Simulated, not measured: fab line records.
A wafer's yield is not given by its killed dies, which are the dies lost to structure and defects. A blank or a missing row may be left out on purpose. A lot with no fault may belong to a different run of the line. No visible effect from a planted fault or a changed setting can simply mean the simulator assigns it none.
A struck lot beside a sound one    flow n5_finfet    18 steps out of a route of 1938
Sound: these wafers, L414.2, L414.4, L414.6. The struck wafers were L432.1, L432.4, L432.5. Last of all comes the cause.
Order at every step that has rows: each side's tool, ch and its chambers, its first start. Under that, the readings that differ: sound wafers    struck wafers    difference of the means    sigmas: that difference in standard deviations of wafers without a fault.
alike: readings with means less than 2 such deviations apart, plus words and numbers identical on both sides. not compared: withheld readings, readings lacking a value on some wafer, bounds such as >300 that could conceal the same value, and numbers that have no deviation in the record and whose values overlap.
Wherever a step has rows on one side only, a row that says differs or no value, or a row with sigmas, the two part there. Numbers that have no deviation but don't overlap get no sigmas and don't part them. Lack of a reading on every wafer of one side parts them only where that side has two or more wafers.

N5_START_INSPECT_01: inspects for defects (unpatterned scan).
  struck on defect_inspect-02, day 6 12:02; sound on defect_inspect-01, day 2 00:02
  alike: raw_defect_count
then, 2 steps without rows for these wafers: N5_ZERO_LAYER_PRECLEAN_00 (cleans in SPM, time 600 s); N5_ZERO_LAYER_SRD_01 (time 30 s, dry time 30 s).
N5_ZERO_LAYER_PECVD_02: deposits SiO2 from SiH4/N2O, target thk 10 nm, time 6 s.
  sound on pecvd-03 ch 0,1, day 2 00:17; struck on pecvd-03 ch 0,1,2, day 6 12:28
  alike: chamber_pressure_Torr, heater_power_w, showerhead_plenum_p_Torr
then, 4 steps without rows for these wafers: N5_ZERO_LAYER_HMDS_04 (time 60 s); N5_ZERO_LAYER_COAT_05 (resist thk 1000 nm); N5_ZERO_LAYER_EBR_07; N5_ZERO_LAYER_SOFTBAKE_06 (time 90 s).
N5_ZERO_LAYER_EXPOSE_08: exposes mask ZERO, defocus 0 nm, target cd 2000 nm.
  sound on krf_scanner-02 ch 0, day 2 00:28; struck on krf_scanner-01 ch 0, day 6 12:47
reading               sound                 struck                difference  sigmas
exposure_dose_mJ_cm2  16.189 16.202 16.191  15.165 15.132 15.122  -1.054      -70
  alike: mask
then, 3 steps without rows for these wafers: N5_ZERO_LAYER_PEB_09; N5_ZERO_LAYER_DEVELOP_10 (develop time 60 s); N5_ZERO_LAYER_HARDBAKE_23 (time 120 s).
N5_ZERO_LAYER_CD_MEAS_11 targets a cd of 2000 nm.
  sound on cd_sem-01 ch 0, day 2 00:38; struck on cd_sem-02 ch 0, day 6 12:58
reading     sound                 struck                difference  sigmas
cd_nm (nm)  2001.6 2000.8 2000.1  1986.9 1985.9 1986.0  -14.6       -9
N5_ZERO_LAYER_DESCUM_16: chemistry O2, time 7.9 s.
  sound on rie_diel-03 ch 0,1,2, day 2 00:41; struck on rie_diel-03 ch 0,2,3, day 6 13:01
reading                      sound           struck          difference  sigmas
model.ZERO_LAYER.cd_nm (nm)  2002 2001 2000  1987 1986 1986  -15         
  alike: drypump_motor_current_A, oes_product_au, rf_vpp_V, showerhead_plenum_p_Torr, throttle_valve_pct
  not compared: rf_hours_counter_h
N5_ZERO_LAYER_ETCH_17: etches SiO2 in CF4, target depth 12 nm, time 13.3 s.
  sound on rie_diel-03 ch 0,1,2, day 2 00:43; struck on rie_diel-03 ch 0,2,3, day 6 13:03
  alike: drypump_motor_current_A, oes_product_au, rf_vpp_V, showerhead_plenum_p_Torr, throttle_valve_pct
  not compared: rf_hours_counter_h
N5_ZERO_LAYER_ETCH_18: etches Si in HBr/Cl2, target depth 120 nm, time 40 s.
  sound on rie_si-05 ch 1,2,3, day 2 00:47; struck on rie_si-04 ch 1,2,3, day 6 13:07
reading                      sound           struck          difference  sigmas
model.ZERO_LAYER.cd_nm (nm)  2002 2001 2001  1987 1986 1986  -15         
  alike: drypump_motor_current_A, oes_product_au, throttle_valve_pct
  not compared: rf_hours_counter_h
N5_ZERO_LAYER_STRIP_24: strips in O2.
  sound on plasma_asher-02 ch 0,1, day 2 00:53; struck on plasma_asher-02 ch 0,1, day 6 13:13
  alike: drypump_motor_current_A, heater_power_w, oes_product_au, strip_time_to_endpoint_s
  not compared: rf_hours_counter_h
-- here the record skips 7 days between the struck wafers' starts before and after, leaving off in module ZERO_LAYER and picking up in module BEOL_M4 (first step shown: number 1111 of the route) --
N5_BEOL_M4_RC_MEAS_101:
  sound on prober-01 ch 0, day 8 13:38; struck on prober-02 ch 0, day 13 06:28
reading        sound           struck          difference  sigmas
ION_P (uA/um)  470 459 463     448 441 449     -18         -2
VT_P (mV)      -247 -253 -251  -256 -260 -260  -8          -3
  alike: DIBL_N, DIBL_P, IOFF_N, IOFF_P, ION_N, SS_N, SS_P, VT_N

WHERE THEY PART
Last at N5_BEOL_M4_RC_MEAS_101 as far as this record goes, first at N5_ZERO_LAYER_EXPOSE_08.

WHY: the cause the simulator had injected
Process parameter drift: krf_scanner-01, from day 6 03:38 on, at N5_ZERO_LAYER_EXPOSE_08. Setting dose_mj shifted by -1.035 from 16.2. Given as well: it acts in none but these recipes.
